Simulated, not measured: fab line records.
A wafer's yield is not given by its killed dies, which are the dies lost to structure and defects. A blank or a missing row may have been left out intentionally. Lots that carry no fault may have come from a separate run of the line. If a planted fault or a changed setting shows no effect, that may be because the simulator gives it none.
One fault seen from 3 desks	flow n5-finfet	each desk has only its own numbers; what lay behind them comes last

THE TOOL OWNER'S DESK: rie-diel-06
The tool's own readings at N5_BEOL_M8_DESCUM_33 (chemistry O2, time 7 s): means of the sampled wafers that have a number, for each lot that ran on this tool. If a lot's mean is further than 4 standard deviations from the usual mean, the lot is out of limits and carries the mark OUT (the distance appears in the brackets).
Columns: A = drypump-motor-current-A at N5_BEOL_M8_DESCUM_33, usual 5.7 A; B = oes-product-au at N5_BEOL_M8_DESCUM_33, usual 0.81 a.u.; C = rf-vpp-V at N5_BEOL_M8_DESCUM_33, usual 243.1 V; D = showerhead-plenum-p-Torr at N5_BEOL_M8_DESCUM_33, usual 2.09 Torr; E = throttle-valve-pct at N5_BEOL_M8_DESCUM_33, usual 20.43 %
lot	first seen here	A	B	C	D	E
L196	day 11 10:03	5.5	0.89	242.0	2.06	20.25
L201	day 12 23:23	6.1	0.79	241.9	2.05	20.49
L210	day 14 22:24	5.8	0.80	243.2	2.05	20.50
L211	day 15 01:26	5.8	0.81	242.0	2.05	20.52
This desk's verdict: no lot among the 4 shows anything out of limits.

THE METROLOGY DESK
What the gauges read for every lot (on any tool): the sampled wafers with a number, averaged. If a lot's mean is further than 4 standard deviations from the usual mean, the lot is out of limits and carries the mark OUT (the distance appears in the brackets).
Columns: A = cd-nm at N5_BEOL_M8_CD_MEAS_28, usual 40.05 nm; B = V7_OVL at N5_BEOL_M8_OVL_MEAS_29, usual -0.4 nm
lot	first seen here	A	B
L196	day 11 09:56	40.03	-1.0
L201	day 12 23:16	40.15	-0.6
L210	day 14 22:03	40.03	-0.1
L211	day 15 01:02	40.05	-1.9
L213	day 16 05:52	40.14	-0.5
L214	day 16 10:29	40.15	0.4
This desk's verdict: no lot among the 6 shows anything out of limits.

THE DEFECT DESK
Lot by lot, what the route's inspections counted, given as the mean of those sampled wafers with a number. If a lot's mean is further than 4 standard deviations from the usual mean, the lot is out of limits and carries the mark OUT (the distance appears in the brackets).
Columns: A = raw-defect-count at N5_BEOL_M8_INSPECT_30, usual 445
lot	first seen here	A
L196	day 11 10:01	459
L201	day 12 23:21	295
L210	day 14 22:08	419
L211	day 15 01:07	469
L213	day 16 05:57	376
L214	day 16 10:35	614
This desk's verdict: no lot among the 6 shows anything out of limits.

ALL TOGETHER
The tool owner's desk saw nothing out of limits.
From the metrology desk's view, nothing was out of limits.
Nothing out of limits was seen by the defect desk.

WHAT WAS PUT IN BY THE SIMULATOR
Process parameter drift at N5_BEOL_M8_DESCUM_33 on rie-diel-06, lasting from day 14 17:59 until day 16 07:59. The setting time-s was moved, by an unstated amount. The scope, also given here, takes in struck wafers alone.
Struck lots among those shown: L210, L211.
